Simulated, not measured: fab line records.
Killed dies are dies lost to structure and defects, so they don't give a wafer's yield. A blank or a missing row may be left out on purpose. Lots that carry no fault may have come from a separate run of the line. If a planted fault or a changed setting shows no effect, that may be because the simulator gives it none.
A single fault, viewed from 3 desks | flow n5Finfet | what lay behind the numbers comes last; until then each desk has only its own

THE TOOL OWNER'S DESK: cmp-03
The tool's own readings at N5_BEOL_M11_CMP_52 (polishes, stops on SiCOH lowk, t overpolish 7 s, target thk 140 nm): means of the sampled wafers that have a number, for each lot that ran on this tool. A lot is out of limits, marked OUT, if its mean lies more than 4 standard deviations from the usual mean; the brackets give that distance.
Columns: A = barrierFieldEndpointS at N5_BEOL_M11_CMP_52, usual 29.2 s; B = headPressurePsi at N5_BEOL_M11_CMP_52, usual 1.0000 psi; C = motorCurrentA at N5_BEOL_M11_CMP_52, usual 6.1 A; D = overpolishRunS at N5_BEOL_M11_CMP_52, usual 7.001 s; E = timeToEndpointS at N5_BEOL_M11_CMP_52, usual 67.4 s
lot  | first seen here | A               | B      | C   | D                       | E
L327 | day 10 01:38    | 29.8            | 0.9979 | 6.0 | 7.006                   | 68.2
L328 | day 10 21:05    | 29.9            | 1.0003 | 6.2 | 6.990                   | 70.5
L340 | day 13 14:32    | 38.0 (+13) OUT  | 0.9988 | 6.1 | 3.517 (-99 or more) OUT | 77.0
L339 | day 13 19:52    | 35.4 (+8.9) OUT | 0.9997 | 6.3 | 4.679 (-99 or more) OUT | 71.7
Finding of this desk: L339, L340 out of limits; the first was L340 at day 13 14:32, on barrierFieldEndpointS at N5_BEOL_M11_CMP_52. Within limits: L327, L328.

FROM THE METROLOGY DESK
What the gauges read, lot by lot, whatever tool the lot ran on: means of the sampled wafers that have a number. A lot is out of limits, marked OUT, if its mean lies more than 4 standard deviations from the usual mean; the brackets give that distance. Shown are 7 of the 12 readings it has, namely the first that went out of limits plus those furthest out on some lot.
Columns: A = DIBL_N at N5_BEOL_M4_RC_MEAS_101, usual 36.3 mV/V; B = DIBL_P at N5_BEOL_M4_RC_MEAS_101, usual 36.1 mV/V; C = IOFF_N at N5_BEOL_M4_RC_MEAS_101, usual 0.161 nA/um; D = SS_N at N5_BEOL_M4_RC_MEAS_101, usual 71.5 mV/dec; E = SS_P at N5_BEOL_M4_RC_MEAS_101, usual 73.2 mV/dec; F = VT_P at N5_BEOL_M4_RC_MEAS_101, usual -249.9 mV; G = M11_THK at N5_BEOL_M11_THK_MEAS_53, usual 139.8 nm
lot  | first seen here | A    | B    | C     | D    | E    | F      | G
L327 | day 7 12:20     | 35.7 | 35.0 | 0.145 | 71.4 | 73.2 | -253.5 | 140.5
L328 | day 8 08:17     | 36.5 | 36.6 | 0.162 | 71.3 | 73.2 | -249.3 | 139.0
L331 | day 8 17:25     | 35.4 | 34.5 | 0.128 | 70.3 | 72.5 | -255.1 | 139.9
L340 | day 11 01:43    | 38.5 | 37.0 | 0.184 | 72.5 | 73.5 | -248.6 | 197.7 (+21) OUT
L339 | day 11 06:47    | 36.4 | 35.7 | 0.157 | 71.2 | 72.9 | -244.3 | 178.0 (+14) OUT
L344 | day 12 04:41    | 36.8 | 38.3 | 0.182 | 71.8 | 73.4 | -250.9 | 139.4
L345 | day 12 11:00    | 37.7 | 36.1 | 0.183 | 72.0 | 73.5 | -248.5 | 138.9
L346 | day 12 14:46    | 35.9 | 34.8 | 0.157 | 71.3 | 72.6 | -248.5 | 137.2
L350 | day 13 22:22    | 36.0 | 35.4 | 0.147 | 71.8 | 73.3 | -247.7 | 139.1
This desk's result: L339, L340 out of limits, first on L340 (M11_THK at N5_BEOL_M11_THK_MEAS_53), day 13 14:49. Within limits: L327, L328, L331, L344, L345, L346, L350.

THE DEFECT DESK
Per lot, the means of the sampled wafers with a number show what the inspections along the route counted. A lot is out of limits, marked OUT, if its mean lies more than 4 standard deviations from the usual mean; the brackets give that distance.
Columns: A = rawDefectCount at N5_BEOL_M11_INSPECT_30, usual 385; B = rawDefectCount at N5_BEOL_M11_INSPECT_58, usual 68
lot  | first seen here | A   | B
L327 | day 9 21:04     | 311 | 51
L328 | day 10 15:43    | 364 | 62
L331 | day 10 19:52    | 435 | 101
L340 | day 13 11:50    | 374 | 568 (+26) OUT
L339 | day 13 16:28    | 392 | 384 (+17) OUT
L344 | day 14 15:31    | 451 | 70
L345 | day 14 18:52    | 343 | 69
L346 | day 15 02:01    | 352 | 60
L350 | day 16 08:37    | 419 | 70
Finding of this desk: L339, L340 out of limits; the first was L340 at day 13 14:58, on rawDefectCount at N5_BEOL_M11_INSPECT_58. Within limits: L327, L328, L331, L344, L345, L346, L350.

ALL TOGETHER
The tool owner's desk could have raised an alarm at day 13 14:32, on L339, L340.
The metrology desk could have raised an alarm at day 13 14:49, on L339, L340.
The defect desk could have raised an alarm at day 13 14:58, on L339, L340.
All the named lots went through N5_BEOL_M11_CMP_52 on cmp-03.

WHAT HAD BEEN PUT IN BY THE SIMULATOR
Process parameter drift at N5_BEOL_M11_CMP_52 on cmp-03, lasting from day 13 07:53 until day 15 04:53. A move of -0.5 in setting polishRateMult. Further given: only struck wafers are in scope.
Shown lots that were struck: L339, L340.
Hours from the fault's start to each desk's first reading out of limits: the tool owner's desk, 7; the metrology desk, 7; the defect desk, 7.
